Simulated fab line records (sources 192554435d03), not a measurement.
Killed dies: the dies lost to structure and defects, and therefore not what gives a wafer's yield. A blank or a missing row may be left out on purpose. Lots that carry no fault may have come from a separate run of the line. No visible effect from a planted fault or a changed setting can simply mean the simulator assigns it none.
Split-lot trial || flow n5 finfet || 39 wafers read from 7 lots, route of 1938 steps

ABOUT THE SPLIT
At N5_PASSIVATION_ETCH_54 (etches SiO2 in CHF3/O2, target depth 880 nm, time 440 s), the setting target depth a was moved away from the recipe's 8800 angstrom on 9 of the 39 wafers read, by -43.4% to +34.1%. All remaining wafers had this setting at the recipe value.

The reading is taken at the split's own step.

THE READING
etch.depth nm (the simulator's own value, which no gauge read), in nm, at N5_PASSIVATION_ETCH_54 (etches SiO2 in CHF3/O2, target depth 880 nm, time 440 s). The file does not state a usual value for it. Average 878.7 nm, standard deviation 23 nm, over the 30 wafers here run with the recipe.

{"wafer": "L074.1", "tool, chamber at the split": "rie diel-01, 1", "target depth a as run, angstrom": 8800, "against the recipe": "recipe", "etch.depth nm, nm": 870.3, "against lot-mates on the recipe": "-"}
{"wafer": "L074.2", "tool, chamber at the split": "rie diel-01, 3", "target depth a as run, angstrom": 8800, "against the recipe": "recipe", "etch.depth nm, nm": 877.2, "against lot-mates on the recipe": "-"}
{"wafer": "L074.3", "tool, chamber at the split": "rie diel-01, 0", "target depth a as run, angstrom": 8800, "against the recipe": "recipe", "etch.depth nm, nm": 895.1, "against lot-mates on the recipe": "-"}
{"wafer": "L074.4", "tool, chamber at the split": "rie diel-01, 2", "target depth a as run, angstrom": 8800, "against the recipe": "recipe", "etch.depth nm, nm": 867.9, "against lot-mates on the recipe": "-"}
{"wafer": "L074.5", "tool, chamber at the split": "rie diel-01, 0", "target depth a as run, angstrom": 8800, "against the recipe": "recipe", "etch.depth nm, nm": 895.3, "against lot-mates on the recipe": "-"}
{"wafer": "L074.6", "tool, chamber at the split": "rie diel-01, 3", "target depth a as run, angstrom": 8800, "against the recipe": "recipe", "etch.depth nm, nm": 879.4, "against lot-mates on the recipe": "-"}
{"wafer": "L078.1", "tool, chamber at the split": "rie diel-02, 0", "target depth a as run, angstrom": 8800, "against the recipe": "recipe", "etch.depth nm, nm": 899.4, "against lot-mates on the recipe": "-"}
{"wafer": "L078.2", "tool, chamber at the split": "rie diel-02, 1", "target depth a as run, angstrom": 8800, "against the recipe": "recipe", "etch.depth nm, nm": 881, "against lot-mates on the recipe": "-"}
{"wafer": "L078.3", "tool, chamber at the split": "rie diel-02, 2", "target depth a as run, angstrom": 8800, "against the recipe": "recipe", "etch.depth nm, nm": 825.3, "against lot-mates on the recipe": "-"}
{"wafer": "L078.4", "tool, chamber at the split": "rie diel-02, 3", "target depth a as run, angstrom": 8800, "against the recipe": "recipe", "etch.depth nm, nm": 887.9, "against lot-mates on the recipe": "-"}
{"wafer": "L078.5", "tool, chamber at the split": "rie diel-02, 1", "target depth a as run, angstrom": 8800, "against the recipe": "recipe", "etch.depth nm, nm": 880.4, "against lot-mates on the recipe": "-"}
{"wafer": "L078.6", "tool, chamber at the split": "rie diel-02, 0", "target depth a as run, angstrom": 8800, "against the recipe": "recipe", "etch.depth nm, nm": 897.6, "against lot-mates on the recipe": "-"}
{"wafer": "L081.1", "tool, chamber at the split": "rie diel-04, 0", "target depth a as run, angstrom": 6055, "against the recipe": "-31.2%", "etch.depth nm, nm": 629.9, "against lot-mates on the recipe": -246.4}
{"wafer": "L081.2", "tool, chamber at the split": "rie diel-04, 2", "target depth a as run, angstrom": 8800, "against the recipe": "recipe", "etch.depth nm, nm": 895, "against lot-mates on the recipe": "-"}
{"wafer": "L081.3", "tool, chamber at the split": "rie diel-04, 1", "target depth a as run, angstrom": 8800, "against the recipe": "recipe", "etch.depth nm, nm": 865, "against lot-mates on the recipe": "-"}
{"wafer": "L081.4", "tool, chamber at the split": "rie diel-04, 1", "target depth a as run, angstrom": 8800, "against the recipe": "recipe", "etch.depth nm, nm": 868.8, "against lot-mates on the recipe": "-"}
{"wafer": "L081.5", "tool, chamber at the split": "rie diel-04, 0", "target depth a as run, angstrom": 6055, "against the recipe": "-31.2%", "etch.depth nm, nm": 626.9, "against lot-mates on the recipe": -249.4}
{"wafer": "L081.6", "tool, chamber at the split": "rie diel-04, 2", "target depth a as run, angstrom": 6055, "against the recipe": "-31.2%", "etch.depth nm, nm": 607.5, "against lot-mates on the recipe": -268.8}
{"wafer": "L085.1", "tool, chamber at the split": "rie diel-02, 3", "target depth a as run, angstrom": 8800, "against the recipe": "recipe", "etch.depth nm, nm": 888, "against lot-mates on the recipe": "-"}
{"wafer": "L085.2", "tool, chamber at the split": "rie diel-02, 1", "target depth a as run, angstrom": 8800, "against the recipe": "recipe", "etch.depth nm, nm": 880.6, "against lot-mates on the recipe": "-"}
{"wafer": "L085.3", "tool, chamber at the split": "rie diel-02, 2", "target depth a as run, angstrom": 8800, "against the recipe": "recipe", "etch.depth nm, nm": 816.8, "against lot-mates on the recipe": "-"}
{"wafer": "L085.4", "tool, chamber at the split": "rie diel-02, 0", "target depth a as run, angstrom": 8800, "against the recipe": "recipe", "etch.depth nm, nm": 876.6, "against lot-mates on the recipe": "-"}
{"wafer": "L085.5", "tool, chamber at the split": "rie diel-02, 0", "target depth a as run, angstrom": 8800, "against the recipe": "recipe", "etch.depth nm, nm": 880.1, "against lot-mates on the recipe": "-"}
{"wafer": "L085.6", "tool, chamber at the split": "rie diel-02, 3", "target depth a as run, angstrom": 8800, "against the recipe": "recipe", "etch.depth nm, nm": 891.2, "against lot-mates on the recipe": "-"}
{"wafer": "L088.1", "tool, chamber at the split": "rie diel-01, 0", "target depth a as run, angstrom": 11800, "against the recipe": "+34.1%", "etch.depth nm, nm": 1188, "against lot-mates on the recipe": "+307.4"}
{"wafer": "L088.2", "tool, chamber at the split": "rie diel-01, 3", "target depth a as run, angstrom": 8800, "against the recipe": "recipe", "etch.depth nm, nm": 891.1, "against lot-mates on the recipe": "-"}
{"wafer": "L088.3", "tool, chamber at the split": "rie diel-01, 1", "target depth a as run, angstrom": 8800, "against the recipe": "recipe", "etch.depth nm, nm": 879.2, "against lot-mates on the recipe": "-"}
{"wafer": "L088.4", "tool, chamber at the split": "rie diel-01, 2", "target depth a as run, angstrom": 11800, "against the recipe": "+34.1%", "etch.depth nm, nm": 1159, "against lot-mates on the recipe": "+278.4"}
{"wafer": "L088.5", "tool, chamber at the split": "rie diel-01, 1", "target depth a as run, angstrom": 8800, "against the recipe": "recipe", "etch.depth nm, nm": 871.5, "against lot-mates on the recipe": "-"}
{"wafer": "L088.6", "tool, chamber at the split": "rie diel-01, 0", "target depth a as run, angstrom": 11800, "against the recipe": "+34.1%", "etch.depth nm, nm": 1183, "against lot-mates on the recipe": "+302.4"}
{"wafer": "L090.1", "tool, chamber at the split": "rie diel-02, 1", "target depth a as run, angstrom": 8800, "against the recipe": "recipe", "etch.depth nm, nm": 867.6, "against lot-mates on the recipe": "-"}
{"wafer": "L090.2", "tool, chamber at the split": "rie diel-02, 0", "target depth a as run, angstrom": 8800, "against the recipe": "recipe", "etch.depth nm, nm": 872.2, "against lot-mates on the recipe": "-"}
{"wafer": "L090.6", "tool, chamber at the split": "rie diel-02, 2", "target depth a as run, angstrom": 8800, "against the recipe": "recipe", "etch.depth nm, nm": 824, "against lot-mates on the recipe": "-"}
{"wafer": "L097.1", "tool, chamber at the split": "rie diel-04, 1", "target depth a as run, angstrom": 4980, "against the recipe": "-43.4%", "etch.depth nm, nm": 492.3, "against lot-mates on the recipe": -419.8}
{"wafer": "L097.2", "tool, chamber at the split": "rie diel-04, 2", "target depth a as run, angstrom": 4980, "against the recipe": "-43.4%", "etch.depth nm, nm": 497.8, "against lot-mates on the recipe": -414.3}
{"wafer": "L097.3", "tool, chamber at the split": "rie diel-04, 3", "target depth a as run, angstrom": 8800, "against the recipe": "recipe", "etch.depth nm, nm": 898.8, "against lot-mates on the recipe": "-"}
{"wafer": "L097.4", "tool, chamber at the split": "rie diel-04, 0", "target depth a as run, angstrom": 8800, "against the recipe": "recipe", "etch.depth nm, nm": 920.1, "against lot-mates on the recipe": "-"}
{"wafer": "L097.5", "tool, chamber at the split": "rie diel-04, 3", "target depth a as run, angstrom": 4980, "against the recipe": "-43.4%", "etch.depth nm, nm": 509.2, "against lot-mates on the recipe": -402.9}
{"wafer": "L097.6", "tool, chamber at the split": "rie diel-04, 0", "target depth a as run, angstrom": 8800, "against the recipe": "recipe", "etch.depth nm, nm": 917.5, "against lot-mates on the recipe": "-"}

FIT RESULTS
A straight line over all 39 wafers: etch.depth nm changes by +8.62 nm for each +1% of target depth a; r = +0.99; the points scatter about the line by 22 nm.
The same after taking each lot's own level away (the mean of its wafers on the recipe; 39 wafers): +8.93 nm for each +1%; r = +0.99; scatter 20 nm.
According to that fit, moving target depth a by its largest amount changes the reading by 3.9e+02 nm.
The span of the lots' own levels, 854.60 to 912.13 nm, comes to 2.5 times the standard deviation stated above.
Hence the lot-to-lot level has little effect on the slope; both slopes agree.
Check: with one of the wafers moved furthest among these (-43.4%) left out of the fit, the line predicts -382 nm for it against its lot-mates. Against them it came out at -420 nm.

THE OTHER SPLITS THESE WAFERS WENT THROUGH
Before the reading, these wafers also passed through other splits. Each is held against what the fit with the lots' levels taken away leaves over:
{"other split on the same wafers": "N5_BEOL_M5_TRENCH_ETCH_37 target depth a", "wafers away from the commonest value": 15, "r with etch.depth nm (lot level and that fit taken away)": "+0.10"}
{"other split on the same wafers": "N5_BEOL_M7_DESCUM_33 time s", "wafers away from the commonest value": 12, "r with etch.depth nm (lot level and that fit taken away)": -0.02}
{"other split on the same wafers": "N5_BEOL_M11_ILD_DEP_00 time s", "wafers away from the commonest value": 15, "r with etch.depth nm (lot level and that fit taken away)": -0.01}
{"other split on the same wafers": "N5_BEOL_M14_ETCH_68 target depth a", "wafers away from the commonest value": 12, "r with etch.depth nm (lot level and that fit taken away)": -0.10}

THE WHOLE CHAIN: every reading that the file lists as answering this split, in the file's order
{"step": "N5_PASSIVATION_ETCH_54", "what it does": "etches SiO2 in CHF3/O2, target depth 880 nm, time 440 s", "reading": "PASSIVATION.feature depth nm (the simulator's own value, which no gauge read)", "change (the file's fit)": "+8.94 nm for each +1% of the setting", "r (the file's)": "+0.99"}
{"step": "N5_PASSIVATION_ETCH_54", "what it does": "etches SiO2 in CHF3/O2, target depth 880 nm, time 440 s", "reading": "etch.depth nm (the simulator's own value, which no gauge read)", "change (the file's fit)": "+8.94 nm for each +1% of the setting", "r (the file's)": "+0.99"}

FILE'S OWN FIT
etch.depth nm changes by +8.94 nm for each +1% of target depth a, r = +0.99.
